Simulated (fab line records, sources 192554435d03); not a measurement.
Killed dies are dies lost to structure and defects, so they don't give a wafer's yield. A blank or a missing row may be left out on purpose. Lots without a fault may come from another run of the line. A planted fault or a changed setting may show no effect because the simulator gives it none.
Split-lot experiment | flow n5_finfet | 7 lots, 21 wafers read, on a route of 1938 steps

THE SPLIT
At N5_BEOL_M13_EXPOSE_07 (exposes mask V12), the setting dose_mj was moved away from the recipe's 24.8 on 13 of the 21 wafers read, by -6.5% to +5.0%. The other wafers ran this setting at the recipe's value.

FROM THE SPLIT TO THE READING: what the file shows between them, 3 steps
- N5_BEOL_M13_PEB_08: peb time 90 s
- N5_BEOL_M13_DEVELOP_09: develop time 45 s
- N5_BEOL_M13_HARDBAKE_14: time 120 s

THE READING
cd_nm, in nm, at N5_BEOL_M13_CD_MEAS_10 (target cd 190 nm). Fault-free wafers of this fab line usually give 189.9 nm, standard deviation 1.3 nm.

wafer  | tool, chamber at the split | dose_mj as run | against the recipe | cd_nm, nm | against lot-mates on the recipe
L075.1 | krf_scanner-02, 0          | 25.35          | +2.2%              | 195.5     | +3.8
L075.4 | krf_scanner-02, 0          | 24.8           | recipe             | 191.7     | -
L075.6 | krf_scanner-02, 0          | 25.35          | +2.2%              | 194.2     | +2.5
L076.1 | krf_scanner-01, 0          | 26.05          | +5.0%              | 194.0     | +5.9
L076.4 | krf_scanner-01, 0          | 24.8           | recipe             | 188.1     | -
L076.6 | krf_scanner-01, 0          | 26.05          | +5.0%              | 195.5     | +7.4
L078.1 | krf_scanner-01, 0          | 24.09          | -2.9%              | 187.8     | no lot-mate on the recipe
L078.2 | krf_scanner-01, 0          | 24.09          | -2.9%              | 187.0     | no lot-mate on the recipe
L078.6 | krf_scanner-01, 0          | 24.09          | -2.9%              | 187.2     | no lot-mate on the recipe
L085.1 | krf_scanner-02, 0          | 24.8           | recipe             | 187.0     | -
L085.4 | krf_scanner-02, 0          | 24.11          | -2.8%              | 185.4     | -1.6
L085.5 | krf_scanner-02, 0          | 24.11          | -2.8%              | 184.1     | -2.9
L089.3 | krf_scanner-01, 0          | 23.2           | -6.5%              | 183.7     | -5.1
L089.5 | krf_scanner-01, 0          | 24.8           | recipe             | 188.8     | -
L089.6 | krf_scanner-01, 0          | 23.2           | -6.5%              | 182.2     | -6.6
L093.4 | krf_scanner-02, 0          | 24.8           | recipe             | 190.4     | -
L093.5 | krf_scanner-02, 0          | 24.8           | recipe             | 191.3     | -
L093.6 | krf_scanner-02, 0          | 24.8           | recipe             | 192.5     | -
L097.3 | krf_scanner-01, 0          | 24.8           | recipe             | 189.2     | -
L097.5 | krf_scanner-01, 0          | 26.01          | +4.9%              | 195.7     | +6.5
L097.6 | krf_scanner-01, 0          | 26.01          | +4.9%              | 194.7     | +5.5

THE FIT
A straight line over all 21 wafers: cd_nm changes by +1.14 nm for each +1% of dose_mj; r = +0.92; the points scatter about the line by 1.7 nm.
The same after taking each lot's own level away (the mean of its wafers on the recipe; 18 wafers): +1.09 nm for each +1%; r = +0.98; scatter 0.82 nm.
On that fit, the largest move of dose_mj shifts the reading by 7 nm.
The lots' own levels span 187.00 to 191.70 nm, that is 3.6 times the standard deviation above.
So the lot-to-lot level changes the slope little: the two slopes agree.
Check: with one of the wafers moved furthest among these (-6.5%) left out of the fit, the line predicts -7.04 nm for it against its lot-mates. It came out at -5.1 nm against them.

OTHER SPLITS ON THESE WAFERS
These wafers also went through other splits before the reading. Each is held against what the fit with the lots' levels taken away leaves over:
other split on the same wafers | wafers away from the commonest value | r with cd_nm (lot level and that fit taken away)
N5_BEOL_M7_ETCH_62 source_w    | 10                                   | -0.07
N5_BEOL_M8_COAT_22 spin_rpm    | 7                                    | +0.26
N5_BEOL_M10_COAT_63 spin_rpm   | 2                                    | +0.04
N5_BEOL_M10_PEB_26 peb_time_s  | 5                                    | +0.29
N5_BEOL_M10_VIA_ETCH_34 time_s | 7                                    | -0.11
N5_BEOL_M10_ETCH_41 source_w   | 7                                    | +0.10
N5_BEOL_M11_CURE_72 time_s     | 10                                   | +0.08
N5_BEOL_M11_ALD_74 ald_cycles  | 9                                    | -0.30

THE FILE'S OWN FIT
cd_nm changes by +1.1 nm for each +1% of dose_mj, r = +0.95.
